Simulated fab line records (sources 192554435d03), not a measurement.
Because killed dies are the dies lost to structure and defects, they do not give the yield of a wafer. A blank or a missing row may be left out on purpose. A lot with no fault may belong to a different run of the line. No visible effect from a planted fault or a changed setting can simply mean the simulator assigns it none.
Struck lot and sound lot, side by side / flow n5Finfet / 37 steps out of a route of 1938
Sound: the wafers L619.1, L619.3, L619.6. Struck: wafers L609.1, L609.4, L609.6. At the end, the cause is stated.
Per side, at each step with rows, come the tool, then ch with its chambers, and then its first start. Under that, the readings that differ: sound wafers / struck wafers / difference of the means / sigmas: that difference in standard deviations of wafers without a fault.
alike: a reading whose means differ by less than 2 such deviations, as well as words and numbers matching on both sides. not compared: withheld readings; readings where some wafer has no value; bounds like >300 that might hide an equal value; numbers whose values overlap and for which the record gives no deviation.
Wherever a step has rows on one side only, a row that says differs or no value, or a row with sigmas, the two part there. Non-overlapping numbers with no deviation appear without sigmas and do not part them. A reading that every wafer of one side lacks parts them only if that side has two wafers or more.

first, 9 steps without rows for these wafers: N5_HKMG_FIN_DESCUM_53 (chemistry O2, time 7.9 s); N5_HKMG_FIN_ETCH_54 (etches SiARC in CF4, target depth 45.5 nm, time 75.8 s); N5_HKMG_FIN_ETCH_55 (etches SOC in N2/H2, target depth 240 nm, time 300 s); N5_HKMG_FIN_STRIP_56 (strips in N2/H2); N5_HKMG_FIN_STRIP_57 (strips in CF4); N5_HKMG_FIN_ETCH_58 (etches SOC in N2/H2, target depth 215.8 nm, time 741 s); N5_HKMG_FIN_STRIP_93 (strips SOC in N2/H2, time 20 s); N5_HKMG_FIN_WET_ETCH_76 (etches Al2O3 in dNH4OH, stops on La2O3, target depth 2.25 nm, rinse time 30 s); N5_HKMG_FIN_STRIP_60 (strips in N2/H2, time 360 s).
N5_HKMG_FIN_WET_ETCH_77: etches La2O3 in dHCl, stops on HfO2, target depth 2 nm.
  sound on wetBench-06 ch 0,6,7, day 7 22:59; struck on wetBench-06 ch 1,2,4, day 5 20:45
  no value came back on the struck wafers for bathHeatDutyPct (%), tempC (C); on the sound wafers bathHeatDutyPct (%) reads 4.8 6.7 7.7
then, 25 steps without rows for these wafers: N5_HKMG_FIN_WET_ETCH_78 (etches Al2O3 in dNH4OH, stops on La2O3, target depth 4.5 nm, rinse time 30 s); N5_HKMG_FIN_ALD_79 (deposits TiN, target thk 1.5 nm, pulse time 1 s, purge time 3 s); N5_HKMG_FIN_CVD_62 (deposits a-Si from Si2H6, target thk 3 nm, time 20.8 s); N5_HKMG_FIN_RTA_80 (time 2 s); N5_HKMG_FIN_PRECLEAN_64 (cleans in dHF, time 30 s); N5_HKMG_FIN_WET_ETCH_65 (etches a-Si in TMAH, stops on TiN, time 49 s, target depth 3 nm); N5_HKMG_FIN_WET_ETCH_81 (etches TiN in SC1, stops on HfO2, time 57 s, target depth 6 nm); N5_HKMG_FIN_WET_ETCH_82 (etches La2O3 in dHCl, stops on HfO2, target depth 2 nm, rinse time 30 s); N5_HKMG_FIN_ALD_36 (deposits TiN, target thk 1 nm, pulse time 1 s, purge time 3 s); N5_HKMG_FIN_PWFM_ALD_03 (deposits TiN, target thk 2 nm, pulse time 1 s, purge time 3 s); N5_HKMG_FIN_COAT_29 (time 60 s, resist thk 300 nm); N5_HKMG_FIN_COAT_30 (time 60 s, resist thk 35 nm); N5_HKMG_FIN_COAT_06 (resist thk 90 nm); N5_HKMG_FIN_EBR_08; N5_HKMG_FIN_SOFTBAKE_07 (time 60 s); N5_HKMG_FIN_EXPOSE_09 (exposes mask NWFM); N5_HKMG_FIN_PEB_10 (peb time 60 s); N5_HKMG_FIN_DEVELOP_11 (develop time 30 s); N5_HKMG_FIN_DESCUM_17 (chemistry O2, time 7.9 s); N5_HKMG_FIN_ETCH_31 (etches SiARC in CF4, target depth 45.5 nm, time 75.8 s); N5_HKMG_FIN_ETCH_32 (etches SOC in N2/H2, target depth 240 nm, time 300 s); N5_HKMG_FIN_STRIP_33 (strips in N2/H2); N5_HKMG_FIN_STRIP_34 (strips in CF4); N5_HKMG_FIN_ETCH_35 (etches SOC in N2/H2, target depth 215.8 nm, time 243.4 s); N5_HKMG_FIN_STRIP_92 (strips SOC in N2/H2, time 20 s).
-- the record jumps here: 6 days lie between the struck wafers' starts before and after (it left off in module HKMG_FIN and takes up again in module BEOL_M4, whose first step shown is number 1111 of the route) --
N5_BEOL_M4_RC_MEAS_101:
  sound on prober-01 ch 0, day 15 06:26; struck on prober-01 ch 0, day 12 01:31
reading=IOFF_N (nA/um); sound=0.31 0.27 0.28; struck=38.82 40.98 41.07; difference=+40.00; sigmas=+99 or more
reading=IOFF_N_85C (nA/um); sound=5.4 4.8 5.0; struck=309.9 322.4 324.7; difference=+313.9; sigmas=+99 or more
reading=IOFF_N_LIN (nA/um); sound=0.126 0.114 0.116; struck=17.816 18.573 18.535; difference=+18.189; sigmas=+99 or more
reading=IOFF_N_LONG (nA/um); sound=5.78e-05 5.79e-05 5.77e-05; struck=0.010885 0.011042 0.010932; difference=+0.010895; sigmas=+99 or more
reading=IOFF_P (nA/um); sound=0.41 0.40 0.44; struck=0.26 0.29 0.29; difference=-0.14; sigmas=-2
reading=ION_N (uA/um); sound=703 697 696; struck=980 974 999; difference=+286; sigmas=+19
reading=VT_N (mV); sound=241 242 242; struck=96 93 94; difference=-147; sigmas=-34
reading=VT_N_LONG (mV); sound=273.4 273.0 271.0; struck=122.1 121.6 123.0; difference=-150.2; sigmas=-75
reading=VT_P_LVT (mV); sound=-90 -91 -90; struck=-246 -246 -245; difference=-155; sigmas=-47
  alike: DIBL_N, DIBL_P, ION_P, SS_N, SS_P, VT_P
-- the record jumps here: 4 days lie between the struck wafers' starts before and after (it left off in module BEOL_M4 and takes up again in module PASSIVATION, whose first step shown is number 1936 of the route) --
N5_PASSIVATION_PROBE_49:
  sound on prober-01 at day 19 17:07; struck on prober-02 at day 16 03:25
reading=killed_at_M4_up; sound=22 28 17; struck=10 6 11; difference=-13; sigmas=-3
reading=killedShort; sound=47 28 42; struck=27 25 17; difference=-16; sigmas=-2
reading=sort_bin_4_leakage (%); sound=0.34 0.17 0.85; struck=92.20 92.37 93.05; difference=+92.09; sigmas=+99 or more
reading=sortNPass; sound=1074 1083 1059; struck=0 0 0; difference=-1072; sigmas=-56
reading=sortYieldPct (%); sound=91.0 91.8 89.7; struck=0 0 0; difference=-91; sigmas=-57
  alike: defectLimitedYield, killed_at_M0_to_M3, killedAtContacts, killedAtFrontEnd, killedAtOther, killedDies, killedOpen, sort_bin_5_function, sort_bin_6_memory, sort_bin_8_speed

## WHERE THEY PART
First at N5_HKMG_FIN_WET_ETCH_77; last, within this record, at N5_PASSIVATION_PROBE_49.

WHY: whatever the simulator had introduced
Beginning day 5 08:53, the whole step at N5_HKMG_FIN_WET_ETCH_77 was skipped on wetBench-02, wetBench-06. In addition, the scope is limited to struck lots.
